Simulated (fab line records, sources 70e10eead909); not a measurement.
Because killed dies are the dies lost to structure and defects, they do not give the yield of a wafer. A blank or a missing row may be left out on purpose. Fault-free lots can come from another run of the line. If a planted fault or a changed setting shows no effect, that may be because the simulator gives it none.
fab line records | flow nandHarc
record lots=5 | wafers=15 | lastDay=23
route steps=1159 shown P_M0@271 P_M1@285 END@1159
lots that met no fault: from a run of the same line without faults
startH: hours from the record's opening day to when the first of the lot's shown wafers began | waitH: time in hours since the lot's previous step | " identical to the entry in the row above | L1.1+2: several wafers, shown together as one row | - no value, or no start was given | * or withheld: withheld | < > ~ a bound
route shown NAME@n: NAME is a module with steps in the file, n the number in the route of the first one | usual: average and standard deviation across the fault-free wafers | same: alike in all rows | chamber/n: place in a boat | sites: readings site by site | _std_site: standard deviation of those values | _edge_site: outer sites' mean less inner sites' | radiusMm: for every site, how far away it sits from the centre of the wafer | mask NAME#n: copy n | behind: tool/chamber where the wafer was last shaped | hold: reason for holding the lot/hours on hold/outcome of the hold | device: whichever transistor did not switch (one of n, p or np) | end of line: at the end of the route, the tests of the same wafers | a step without rows: its recipe alone | killed: not the wafer's yield, but the dies lost to structure and defects at the first sort | map: per-die view of a wafer (x killed, . not killed, _ where there is no die)
set.NAME: the setting as run; set.NAME@STEP: as run at that earlier step | model.NAME: the simulator's own value behind a step, which no gauge read
lots at some steps of the route; a table a step, a row a wafer
services: the hour from which a tool's chamber was out of use, counted from the record's first day as startH (under 0 if before that day), plus the number of hours and why
## steps
# step NHARC_P_M0_STRIP_19
# recipe timeS=600 | tempC=30 | chemistry=postEtchResidueRemover
# step NHARC_P_M0_DEGAS_28
# recipe tempC=250 | timeS=60
# usual heaterPowerW=355/41
lot.wafer | tool          | chamber | startH | waitH | heaterPowerW
L654.3    | pvdSputter-02 | -       | 118.17 | -     | 295
L654.4    | "             | -       | "      | "     | 448
L654.5    | "             | -       | "      | "     | 298
L657.2    | pvdSputter-02 | -       | 132.50 | -     | 367
L657.1    | "             | -       | "      | "     | 294
L657.6    | "             | -       | "      | "     | 446
L669.2    | pvdSputter-01 | -       | 211.30 | -     | 363
L669.3    | "             | -       | "      | "     | 344
L669.1    | "             | -       | "      | "     | 369
L670.3    | pvdSputter-01 | -       | 218.59 | -     | 344
L670.1    | "             | -       | "      | "     | 362
L670.5    | "             | -       | "      | "     | 361
L674.1    | pvdSputter-02 | -       | 237.03 | -     | 378
L674.2    | "             | -       | "      | "     | 369
L674.5    | "             | -       | "      | "     | 371
# step NHARC_P_M0_PRE_CLEAN_29
# recipe timeS=30 | tempC=280 | gas=H2/He
# usual heaterPowerW=437/50
lot.wafer | tool          | chamber | startH | waitH | heaterPowerW
L654.3    | pvdSputter-02 | -       | -      | -     | 559
L654.4    | "             | -       | "      | "     | 372
L654.5    | "             | -       | "      | "     | 465
L657.2    | pvdSputter-02 | -       | -      | -     | 443
L657.1    | "             | -       | "      | "     | 466
L657.6    | "             | -       | "      | "     | 452
L669.1    | pvdSputter-01 | -       | -      | -     | 449
L669.3    | "             | -       | "      | "     | 401
L669.2    | "             | -       | "      | "     | 444
L670.3    | pvdSputter-01 | -       | -      | -     | 436
L670.1    | "             | -       | "      | "     | 445
L670.5    | "             | -       | "      | "     | 444
L674.1    | pvdSputter-02 | -       | -      | -     | 525
L674.2    | "             | -       | "      | "     | 448
L674.5    | "             | -       | "      | "     | 452
# step NHARC_P_M0_PVD_20
# recipe targetThkA=50 | biasV=168.6 | powerW=15000 | chamberPressurePa=0.12 | timeS=8.06 | substrateTempC=50 | material=TaN
# step NHARC_P_M0_PVD_21
# recipe targetThkA=300 | chamberPressurePa=5 | powerW=5000 | substrateTempC=30 | timeS=20.49 | material=Cu
# usual throttleValvePct=30.2/0.94
lot.wafer | tool          | chamber | startH | waitH | throttleValvePct
L654.4    | pvdSputter-02 | -       | -      | -     | 30.6
L654.3    | "             | -       | "      | "     | 30.5
L654.5    | "             | -       | "      | "     | 30.6
L657.2    | pvdSputter-02 | -       | -      | -     | 30.6
L657.1    | "             | -       | "      | "     | 30.6
L657.6    | "             | -       | "      | "     | 30.5
L669.3    | pvdSputter-01 | -       | -      | -     | 28.4
L669.1    | "             | -       | "      | "     | 30.7
L669.2    | "             | -       | "      | "     | 30.1
L670.3    | pvdSputter-01 | -       | -      | -     | 30.1
L670.1    | "             | -       | "      | "     | 28.5
L670.5    | "             | -       | "      | "     | 30.2
L674.2    | pvdSputter-02 | -       | -      | -     | 30.9
L674.1    | "             | -       | "      | "     | 31.1
L674.5    | "             | -       | "      | "     | 29.6
# step NHARC_P_M0_ECD_22
# recipe targetThkA=4000 | bathTempC=25 | material=Cu
# step NHARC_P_M0_ANNEAL_30
# recipe tempC=225 | timeS=90
# usual annealTempC=224.99/0.18 | annealTempCMax=226.4/0.55 | wafer_temp_C_max=225.98/0.26
lot.wafer | tool         | chamber | startH | waitH | annealTempC | annealTempCMax | wafer_temp_C_max
L654.3    | rtpAnneal-01 | 0       | 119.01 | 0.3   | 225.17      | 227.0          | 226.23
L654.4    | "            | 0       | "      | "     | 224.83      | 226.8          | 226.55
L654.5    | "            | 0       | "      | "     | 224.84      | 227.2          | 226.56
L657.1    | rtpAnneal-01 | 0       | 133.25 | -     | 224.76      | 226.8          | 226.11
L657.2    | "            | 0       | "      | "     | 225.10      | 226.9          | 225.86
L657.6    | "            | 0       | "      | "     | 224.81      | 227.4          | 226.06
L669.1    | rtpAnneal-01 | 0       | 212.04 | 0.3   | 224.96      | 227.0          | 225.90
L669.2    | "            | 0       | "      | "     | 224.33      | 226.0          | 225.90
L669.3    | "            | 0       | "      | "     | 224.63      | 227.0          | 226.15
L670.1    | rtpAnneal-02 | 0       | 219.33 | -     | 224.81      | 225.8          | 226.12
L670.3    | "            | 0       | "      | "     | 225.17      | 226.1          | 225.86
L670.5    | "            | 0       | "      | "     | 225.30      | 226.4          | 225.89
L674.1    | rtpAnneal-02 | 0       | 237.76 | 0.3   | 224.93      | 225.9          | 225.99
L674.2    | "            | 0       | "      | "     | 224.91      | 225.8          | 226.12
L674.5    | "            | 0       | "      | "     | 224.81      | 226.0          | 225.92
# step NHARC_P_M0_CMP_23
# recipe tOverpolishS=20 | targetThkNm=117.53
# usual edgeZonePressureFrac=1.000/0.0044 | motorCurrentA=11.8/1.2 | timeToEndpointS=30.2/2.8
lot.wafer | tool   | chamber | startH | waitH | edgeZonePressureFrac | motorCurrentA | timeToEndpointS
L654.4    | cmp-01 | 0       | 119.31 | -     | 0.995                | 10.6          | 33.1
L654.3    | "      | 1       | "      | "     | 0.996                | 11.8          | 28.1
L654.5    | "      | 3       | "      | "     | 1.001                | 13.1          | 29.4
L657.1    | cmp-03 | 0       | 133.60 | -     | 0.996                | 14.5          | 30.4
L657.2    | "      | 3       | "      | "     | 0.995                | 10.5          | 28.0
L657.6    | "      | 0       | "      | "     | 1.005                | 13.7          | 30.9
L669.2    | cmp-01 | 3       | 212.38 | -     | 1.000                | 12.6          | 29.0
L669.3    | "      | 0       | "      | "     | 0.997                | 10.6          | 33.4
L669.1    | "      | 1       | "      | "     | 1.004                | 11.9          | 25.7
L670.3    | cmp-01 | 0       | 219.75 | -     | 1.004                | 10.8          | 33.9
L670.1    | "      | 1       | "      | "     | 1.001                | 11.8          | 27.5
L670.5    | "      | 2       | "      | "     | 1.004                | 12.1          | 26.7
L674.2    | cmp-01 | 2       | 238.16 | -     | 1.001                | 10.8          | 30.5
L674.1    | "      | 3       | "      | "     | 0.997                | 12.4          | 28.8
L674.5    | "      | 1       | "      | "     | 1.001                | 11.5          | 29.4
# step NHARC_P_M0_THK_MEAS_24
# recipe thkMeasGauge=xrf
# usual thkNm=118.0/1.6
lot.wafer | tool         | chamber | startH | waitH | thkNm
L654.3    | filmMetro-02 | -       | 119.57 | -     | 116.5
L654.4    | "            | -       | "      | "     | 121.2
L654.5    | "            | -       | "      | "     | 116.2
L657.1    | filmMetro-02 | -       | 133.91 | -     | 118.6
L657.2    | "            | -       | "      | "     | 114.7
L657.6    | "            | -       | "      | "     | 117.0
L669.1    | filmMetro-02 | -       | 212.70 | -     | 119.0
L669.2    | "            | -       | "      | "     | 118.0
L669.3    | "            | -       | "      | "     | 119.0
L670.1    | filmMetro-02 | -       | 220.01 | -     | 116.8
L670.3    | "            | -       | "      | "     | 121.5
L670.5    | "            | -       | "      | "     | 116.8
L674.1    | filmMetro-02 | -       | 238.42 | -     | 119.1
L674.2    | "            | -       | "      | "     | 116.5
L674.5    | "            | -       | "      | "     | 116.6
# step NHARC_P_M0_SRD_25
# step NHARC_P_M0_INSPECT_27
# usual rawDefectCount=297/120
lot.wafer | tool             | chamber | startH | waitH | rawDefectCount
L654.3    | defectInspect-02 | -       | 119.73 | 0.0   | 147
L654.4    | "                | -       | "      | "     | 213
L654.5    | "                | -       | "      | "     | 304
L657.1    | defectInspect-01 | -       | 134.07 | 0.0   | 258
L657.2    | "                | -       | "      | "     | 168
L657.6    | "                | -       | "      | "     | 313
L669.1    | defectInspect-02 | -       | 212.86 | 0.0   | 334
L669.2    | "                | -       | "      | "     | 237
L669.3    | "                | -       | "      | "     | 299
L670.1    | defectInspect-01 | -       | 220.16 | 0.0   | 328
L670.3    | "                | -       | "      | "     | 277
L670.5    | "                | -       | "      | "     | 351
L674.1    | defectInspect-01 | -       | 238.58 | 0.0   | 302
L674.2    | "                | -       | "      | "     | 382
L674.5    | "                | -       | "      | "     | 365
# step NHARC_P_M0_PRE_CLEAN_31
# recipe timeS=12 | tempC=370 | rfPowerW=300 | gas=NH3
# usual heaterPowerW=611/62
lot.wafer | tool     | chamber | startH | waitH | heaterPowerW
L654.3    | pecvd-02 | 1       | 119.82 | 0.1   | 597
L654.4    | "        | 2       | "      | "     | 596
L654.5    | "        | 1       | "      | "     | 588
L657.2    | pecvd-03 | 2       | 134.14 | 0.1   | 591
L657.1    | "        | 0       | "      | "     | 559
L657.6    | "        | 2       | "      | "     | 604
L669.3    | pecvd-01 | 0       | 212.93 | 0.1   | 580
L669.2    | "        | 1       | "      | "     | 628
L669.1    | "        | 2       | "      | "     | 540
L670.3    | pecvd-02 | 2       | 220.23 | 0.1   | 609
L670.1    | "        | 1       | "      | "     | 640
L670.5    | "        | 1       | "      | "     | 644
L674.2    | pecvd-03 | 2       | 238.91 | 0.3   | 671
L674.1    | "        | 0       | "      | "     | 529
L674.5    | "        | 1       | "      | "     | 602
# step NHARC_P_M0_DEP_32
# recipe targetThkA=300 | tempC=370 | targetThkNm=30 | pressureTorr=3 | flowSccm=200 | rfW=450 | material=SiCN
# step NHARC_P_M1_DEP_00
# recipe targetThkA=1825 | targetThkNm=182.5 | tempC=withheld | pressureTorr=5 | flowSccm=200 | rfW=600 | material=SiOC
# step NHARC_P_M1_DEHYDRATE_01
# recipe tempC=150 | timeS=120
# step NHARC_P_M1_HMDS_02
# recipe timeS=30
# step NHARC_P_M1_COAT_34
# recipe tempC=200 | timeS=65
# step NHARC_P_M1_COAT_03
# recipe spinRpm=1500 | resistThkNm=90
# step NHARC_P_M1_SOFTBAKE_04
# recipe tempC=105 | timeS=55
# step NHARC_P_M1_EBR_05
# step NHARC_P_M1_EXPOSE_06
# recipe na=1.35 | targetCdNm=130 | doseMj=81.88 | maskId=P_M1
# step NHARC_P_M1_PEB_07
# recipe pebTempC=100 | pebTimeS=65
# step NHARC_P_M1_DEVELOP_08
# recipe developTimeS=35 | devTempC=23
# step NHARC_P_M1_CD_MEAS_09
# recipe targetCdNm=130 | landingEnergyEv=500
# usual cdNm=130.1/0.69
lot.wafer | tool     | chamber | startH | waitH | cdNm
L654.3    | cdSem-01 | 0       | 121.12 | -     | 130.4
L654.4    | "        | 0       | "      | "     | 130.2
L654.5    | "        | 0       | "      | "     | 131.2
L657.1    | cdSem-03 | 0       | 135.35 | -     | 130.6
L657.2    | "        | 0       | "      | "     | 131.2
L657.6    | "        | 0       | "      | "     | 130.8
L669.1    | cdSem-01 | 0       | 214.25 | -     | 130.4
L669.2    | "        | 0       | "      | "     | 131.3
L669.3    | "        | 0       | "      | "     | 130.5
L670.1    | cdSem-03 | 0       | 221.58 | -     | 129.0
L670.3    | "        | 0       | "      | "     | 128.9
L670.5    | "        | 0       | "      | "     | 128.1
L674.1    | cdSem-02 | 0       | 240.42 | -     | 131.2
L674.2    | "        | 0       | "      | "     | 130.9
L674.5    | "        | 0       | "      | "     | 130.9
# step NHARC_P_M1_OVL_MEAS_10
# recipe pitchNm=260
# usual overlayXNm=-0.1/0.64 | overlayYNm=0.1/0.97
lot.wafer | tool       | chamber | startH | waitH | overlayXNm | overlayYNm
L654.3    | overlay-01 | -       | 121.20 | -     | 0.2        | 0.2
L654.4    | "          | -       | "      | "     | 0.4        | 0.4
L654.5    | "          | -       | "      | "     | -0.1       | -0.1
L657.1    | overlay-02 | -       | 135.44 | -     | 0.2        | 0.6
L657.2    | "          | -       | "      | "     | -0.3       | 0.6
L657.6    | "          | -       | "      | "     | 0.1        | 0.9
L669.1    | overlay-01 | -       | 214.34 | -     | 1.0        | -1.4
L669.2    | "          | -       | "      | "     | 0.6        | -0.9
L669.3    | "          | -       | "      | "     | 0.8        | -1.7
L670.1    | overlay-01 | -       | 221.67 | -     | -1.3       | 0.5
L670.3    | "          | -       | "      | "     | -0.1       | 0.0
L670.5    | "          | -       | "      | "     | 0.2        | 0.5
L674.1    | overlay-01 | -       | 240.51 | -     | 0.8        | 0.4
L674.2    | "          | -       | "      | "     | 0.9        | 0.9
L674.5    | "          | -       | "      | "     | 0.1        | 1.3
# step NHARC_P_M1_INSPECT_11
# usual rawDefectCount=4.3/2.3
lot.wafer | tool             | chamber | startH | waitH | rawDefectCount
L654.3    | defectInspect-01 | -       | 121.24 | 0.0   | 3
L654.4    | "                | -       | "      | "     | 6
L654.5    | "                | -       | "      | "     | 8
L657.1    | defectInspect-01 | -       | 135.47 | 0.0   | 4
L657.2    | "                | -       | "      | "     | 2
L657.6    | "                | -       | "      | "     | 6
L669.1    | defectInspect-02 | -       | 214.38 | 0.0   | 2
L669.2    | "                | -       | "      | "     | 2
L669.3    | "                | -       | "      | "     | 1
L670.1    | defectInspect-02 | -       | 221.71 | 0.0   | 0
L670.3    | "                | -       | "      | "     | 289
L670.5    | "                | -       | "      | "     | 4
L674.1    | defectInspect-02 | -       | 240.54 | 0.0   | 6
L674.2    | "                | -       | "      | "     | 5
L674.5    | "                | -       | "      | "     | 6
# step NHARC_P_M1_DESCUM_14
# recipe timeS=3 | o2FlowSccm=200 | arFlowSccm=0 | biasPowerW=0 | chemistry=O2
# step NHARC_END_SORT_01
# recipe tempC=25
# usual defectLimitedYield=95.1/1.3 | killedAtArray=29/8.4 | killedAtOther=0.7/1.2 | killedAtPeriphery=3.8/2.1 | killedDies=33/9 | killedOpen=3.4/2 | killedShort=2.1/1.4 | sort_bin_2_pct=1.5/0.56 | sort_bin_3_pct=0.26/0.2 | sort_bin_4_pct=3.1/0.91 | sortNPass=644/9 | sortRimYieldPct=96.2/2.2 | sortYieldPct=95.1/1.3
# same grossDies=677 | sort_bin_5_pct[%]=0 | sort_bin_6_pct[%]=0 | sort_bin_7_pct[%]=0 | sort_bin_8_pct[%]=0 | sortRimNGross=106.00
lot.wafer | tool      | chamber | startH | waitH | defectLimitedYield[%] | killedAtArray | killedAtOther | killedAtPeriphery | killedDies | killedOpen | killedShort | sort_bin_2_pct[%] | sort_bin_3_pct[%] | sort_bin_4_pct[%] | sortNPass | sortRimYieldPct[%] | sortYieldPct[%]
L657.1    | prober-01 | 0       | 479.84 | 2.5   | 95.1                  | 33            | 0             | 0                 | 33         | 3          | 2           | 1.9               | 0                 | 3.0               | 644       | 100.0              | 95.1
L657.2    | prober-01 | 0       | 480.64 | 2.8   | 93.4                  | 44            | 0             | 1                 | 45         | 2          | 4           | 2.5               | 0.15              | 4.0               | 632       | 93.4               | 93.4
L657.6    | prober-01 | 0       | 483.86 | 4.0   | 94.2                  | 36            | 0             | 3                 | 39         | 5          | 1           | 1.2               | 0.74              | 3.8               | 638       | 94.3               | 94.2
L669.1    | prober-02 | 0       | 534.46 | 2.5   | 95.6                  | 28            | 0             | 2                 | 30         | 5          | 1           | 1.8               | 0.15              | 2.5               | 647       | 93.4               | 95.6
L669.2    | prober-02 | 0       | 535.26 | 2.8   | 95.9                  | 26            | 0             | 2                 | 28         | 3          | 2           | 1.2               | 0.30              | 2.7               | 649       | 98.1               | 95.9
L669.3    | prober-02 | 0       | 536.06 | 3.1   | 95.1                  | 30            | 0             | 3                 | 33         | 6          | 1           | 1.5               | 0.30              | 3.1               | 644       | 99.1               | 95.1
L670.1    | prober-02 | 0       | 542.27 | 2.5   | 96.0                  | 22            | 2             | 3                 | 27         | 8          | 2           | 1.3               | 0.30              | 2.4               | 650       | 95.3               | 96.0
L670.3    | prober-02 | 0       | 543.85 | 3.1   | 86.6                  | 13            | 1             | 77                | 91         | 2          | 2           | 5.5               | 3.10              | 4.9               | 586       | 98.1               | 86.6
L670.5    | prober-02 | 0       | 545.43 | 3.7   | 96.9                  | 13            | 3             | 5                 | 21         | 2          | 1           | 1.3               | 0.15              | 1.6               | 656       | 98.1               | 96.9
# killed by level:class
L657.1 A_CHANNEL_HOLE_D1:chamberFilmFlake=15 A_SLIT:chamberFilmFlake=8 A_CONTACT:chamberFilmFlake=3 A_STAIRCASE:chamberFilmFlake=2 A_ONON_D1:geometricParticle:short=1 A_ONON_D1:geometricParticle:open=1 A_CHANNEL_HOLE_D1:geometricParticle:open=1 A_CONTACT:geometricParticle:open=1
L657.2 A_CHANNEL_HOLE_D1:chamberFilmFlake=15 A_SLIT:chamberFilmFlake=12 A_SGD_CUT:chamberFilmFlake=4 A_STAIRCASE:chamberFilmFlake=3 A_CONTACT:chamberFilmFlake=3 A_CHANNEL_HOLE_D1:geometricParticle:short=2 A_SOURCE_PLATE:geometricParticle:short=1 A_CHANNEL_FILL_D1:geometricParticle:short=1
L657.6 A_CHANNEL_HOLE_D1:chamberFilmFlake=14 A_SLIT:chamberFilmFlake=7 A_CONTACT:chamberFilmFlake=7 A_CONTACT:geometricParticle:open=2 A_CHANNEL_FILL_D1:geometricParticle:open=1 A_WL_FILL:geometricParticle:open=1 P_BONDPAD:chamberFilmFlake=1 A_M0:geometricParticle:open=1
L669.1 A_CHANNEL_HOLE_D1:chamberFilmFlake=20 A_WL_FILL:geometricParticle:open=2 A_M1:chamberFilmFlake=2 P_STI:geometricParticle:short=1 P_M0:geometricParticle:open=1 A_CONTACT:geometricParticle:open=1 A_M0:geometricParticle:open=1 A_WL_FILL:chamberFilmFlake=1
L669.2 A_CHANNEL_HOLE_D1:chamberFilmFlake=17 A_STAIRCASE:chamberFilmFlake=3 A_WL_FILL:geometricParticle:open=2 P_M0:geometricParticle:short=1 A_CHANNEL_FILL_D1:geometricParticle:open=1 A_CHANNEL_FILL_D1:geometricParticle:short=1 P_GATE:chamberFilmFlake=1 A_CONTACT:chamberFilmFlake=1
L669.3 A_CHANNEL_HOLE_D1:chamberFilmFlake=20 A_STAIRCASE:chamberFilmFlake=4 A_CONTACT:geometricParticle:open=3 P_M0:geometricParticle:open=2 A_ZERO_WELL:chamberFilmFlake=2 P_CONTACT:geometricParticle:open=1 A_CHANNEL_FILL_D1:geometricParticle:short=1
L670.1 A_CHANNEL_HOLE_D1:chamberFilmFlake=8 A_STAIRCASE:chamberFilmFlake=3 A_WL_FILL:geometricParticle:open=2 A_WL_FILL:chamberFilmFlake=2 THIN_TSV:chamberFilmFlake=2 P_GATE:geometricParticle:open=1 P_CONTACT:geometricParticle:open=1 A_CHANNEL_HOLE_D1:geometricParticle:open=1
L670.3 P_M0:unspecified=74 A_WL_FILL:chamberFilmFlake=4 A_CHANNEL_HOLE_D1:chamberFilmFlake=4 A_CONTACT:chamberFilmFlake=2 P_GATE:geometricParticle:open=1 P_M0:geometricParticle:short=1 A_ONON_D1:geometricParticle:short=1 A_M1:geometricParticle:open=1
L670.5 A_CHANNEL_HOLE_D1:chamberFilmFlake=5 P_GATE:chamberFilmFlake=3 A_WL_FILL:chamberFilmFlake=3 A_CONTACT:chamberFilmFlake=2 THIN_TSV:chamberFilmFlake=2 P_M1:geometricParticle:open=1 A_CONTACT:geometricParticle:open=1 A_CONTACT:geometricParticle:short=1
# map L670.3 (x killed, . not)
____________.____________
_________......._________
_______..........._______
______.............______
_____..............._____
____.................____
____...x.x...........____
___...................___
___....x..............___
__.....................__
__...x.................__
_....x.............x...._
_.......x..............x_
_......x........x......._
_........xx............._
_.......x...........x..._
......xxxx...............
.....xxxx.xx.............
.....xxxxx.x.............
.....xxxxxxxx............
....xxxxxxxx.............
_...xxxxxxx...........x._
_...xxxxxxx............._
_...xxxxxxx....x........_
_...xxxxxxx............._
_...xxxxxxx............._
__....xxx..............__
__....x................__
___....x.......x......___
___x..x...............___
____.................____
____.................____
_____..............._____
______.............______
_______..........._______
_________......._________
____________.____________
# map L654.3 (x killed, . not)
____________.____________
_________......._________
_______..........._______
______xx...........______
_____..............._____
____..........x......____
____.................____
___..............x....___
___...................___
__.....................__
__.....................__
_....x.................._
_......................._
_....x.................._
_..................x...._
_..x...................._
.........................
.........................
x.x......................
..............x......x...
.................x.......
_........x.......x..xx.._
_...............xx..x..._
_........x.......x..xx.._
_...............x......._
_..x.x..xx.............._
__....xx....x..........__
__.........x...........__
___...x..x............___
___...................___
____....x..x.........____
____.................____
_____...........x..._____
______.............______
_______x.........._______
_________......._________
____________.____________
## services
tool          | chamber | startH | hours | kind
cmp-01        | -       | 101.07 | 2.4   | repair
pecvd-03      | 0       | 110.28 | 12.4  | repair
pecvd-03      | -       | 111.22 | 13.0  | pm
pecvd-03      | 1       | 111.22 | 18.6  | ventCycle
pecvd-03      | 2       | 111.22 | 13.0  | ventCycle
pecvd-03      | 0       | 124.22 | -     | clean
pecvd-03      | 2       | 124.22 | -     | clean
pvdSputter-01 | -       | 131.86 | 4.7   | repair
cmp-01        | -       | 136.00 | 0.7   | repair
pvdSputter-01 | -       | 145.07 | 0.5   | repair
pecvd-02      | -       | 153.43 | 13.0  | pm
pecvd-02      | 0       | 153.43 | 13.0  | ventCycle
pecvd-02      | 1       | 153.43 | 13.0  | ventCycle
pecvd-02      | 2       | 153.43 | 13.0  | ventCycle
cmp-03        | -       | 156.26 | 4.0   | pm
pvdSputter-01 | -       | 158.01 | 10.0  | pm
cmp-01        | -       | 179.50 | 4.0   | pm
cmp-01        | -       | 183.50 | -     | consumableReplace:conditioner
cmp-01        | -       | 183.50 | -     | consumableReplace:pad
cmp-01        | -       | 206.10 | 1.1   | repair
pvdSputter-02 | -       | 214.00 | 10.0  | pm
pvdSputter-01 | -       | 214.17 | 1.6   | repair
cmp-01        | -       | 235.46 | 0.4   | repair
pecvd-01      | -       | 237.19 | 13.0  | pm
## key
firstSign step=NHARC_P_M1_INSPECT_11 | reading=rawDefectCount | direction=up | sigmas=99+ | usual=4.3 | struck=289
effect step=NHARC_END_SORT_01 | reading=killedAtPeriphery | direction=up | sigmas=35 | usual=3.8 | struck=77
moreKillsBornAt NHARC_P_M0_PRE_CLEAN_31@pecvd-02=74
metAt NHARC_P_M0_PRE_CLEAN_31
struckWafers L670.3
onsetBetween 119.82 220.23
fault kind=chamberParticleSource | tool=pecvd-02 | chamber=2 | onsetH=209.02 | steps=NHARC_P_M0_PRE_CLEAN_31 | ratePerVisitCm2=0.44165 | endH=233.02
